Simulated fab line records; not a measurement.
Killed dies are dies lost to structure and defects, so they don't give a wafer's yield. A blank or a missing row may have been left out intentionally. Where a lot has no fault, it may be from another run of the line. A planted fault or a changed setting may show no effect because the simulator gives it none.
Problem report in the 8D (eight disciplines) form, filled by code + flow n5-finfet + the parts of the form that need people (team, actions taken, sign-off) are left out

1. WHAT IS WRONG
killed_at_M0_to_M3 at N5_PASSIVATION_PROBE_49 reads a mean of 143 on 6 wafers of 2 lots; wafers without a fault read 37 with a standard deviation of 11. That puts it +9.7 standard deviations away from the usual mean.
First seen on wafer L921.1, day 15 18:56, on prober-01. At this step, 12 wafers from 4 lots have a number in the record. Rule for "out", or "out of limits": more than 4 standard deviations from the usual mean. The other wafers with a number count as sound.

2. WHAT THIS IS AND IS NOT
| question                    | is                     | is not                                                                                                                                          |
|-----------------------------|------------------------|-------------------------------------------------------------------------------------------------------------------------------------------------|
| which readings at this step | killed_at_M0_to_M3     | killed_at_M4_up, killed-at-contacts, killed-at-front-end, killed-at-other, killed-open, sort_bin_4_leakage, sort_bin_6_memory, sort_bin_8_speed |
| which lots                  | L921, L923             | L925, L926                                                                                                                                      |
| which wafers of those lots  | all that have a number | -                                                                                                                                               |
| read on which tools         | prober-01              | prober-02                                                                                                                                       |
| when                        | from day 15 18:56      | up to then (0 sound wafers); but 6 sound wafers of L925, L926 came after                                                                        |

3. WHAT RULES OUT EACH SUSPECT
Counting: a tool at any process step up to the reading remains a suspect when it ran all the lots that are out and ran no sound lot after the first of those.
- pvd-sputter-03 at N5_BEOL_M0_PRE_CLEAN_113 (time 30 s): kept. It ran every lot that is out, first L921 (day 9 04:08), and no sound lot after that.
- prober-01 at N5_PASSIVATION_PROBE_49: kept. It ran every lot that is out, first L921 (day 15 18:56), and no sound lot after that. Its own killed_at_M0_to_M3 readings are out on those wafers.
After counting, pvd-sputter-03 at N5_BEOL_M0_PRE_CLEAN_113 and prober-01 at N5_PASSIVATION_PROBE_49 remain.

4. THE CAUSE (what the simulator had put in)
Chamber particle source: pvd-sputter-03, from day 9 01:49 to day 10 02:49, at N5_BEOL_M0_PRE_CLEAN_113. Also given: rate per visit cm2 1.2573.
This tool is one of the 2 suspects left after counting.

5. SEQUENCE OF EFFECTS, ordered by route
Each row: a reading whose mean over the struck wafers that have a number lies more than 3 standard deviations from the usual. Scope: only readings with a usual standard deviation given in the record; hours: median across lots of the time from each lot's start at the first step in this table that gives one to its start at this step; sigmas: change in usual standard deviations.
| hours | step                    | reading              | usual  | on struck wafers | change | sigmas |
|-------|-------------------------|----------------------|--------|------------------|--------|--------|
| 0     | N5_PASSIVATION_PROBE_49 | defect-limited-yield | 91.1 % | 82.9             | -8.2   | -5.4   |
| 0     | N5_PASSIVATION_PROBE_49 | killed_at_M0_to_M3   | 37     | 143              | +106   | +9.7   |
| 0     | N5_PASSIVATION_PROBE_49 | killed-dies          | 105    | 202              | +96    | +5.4   |
| 0     | N5_PASSIVATION_PROBE_49 | sort_bin_5_function  | 5.1 %  | 10.3             | +5.2   | +5.7   |
| 0     | N5_PASSIVATION_PROBE_49 | sort-n-pass          | 1075   | 978              | -97    | -5.4   |
| 0     | N5_PASSIVATION_PROBE_49 | sort-yield-pct       | 91.1 % | 82.9             | -8.2   | -5.5   |
Its process steps:
- N5_PASSIVATION_PROBE_49

6. HOW IT WOULD HAVE BEEN CAUGHT EARLIER
161 hours passed between the start of the fault at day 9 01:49 and the first reading out of limits in this record, taken at day 15 18:56.
Tool readings at N5_BEOL_M0_PRE_CLEAN_113 with a usual standard deviation given in the record: none out on any struck wafer, hence no alarm at a limit of 4 standard deviations on them.
Each of the lots that are out, 2 in all, had begun N5_BEOL_M0_PRE_CLEAN_113 on pvd-sputter-03 no later than day 15 18:56. None of them would have been spared by holding the tool at that moment.
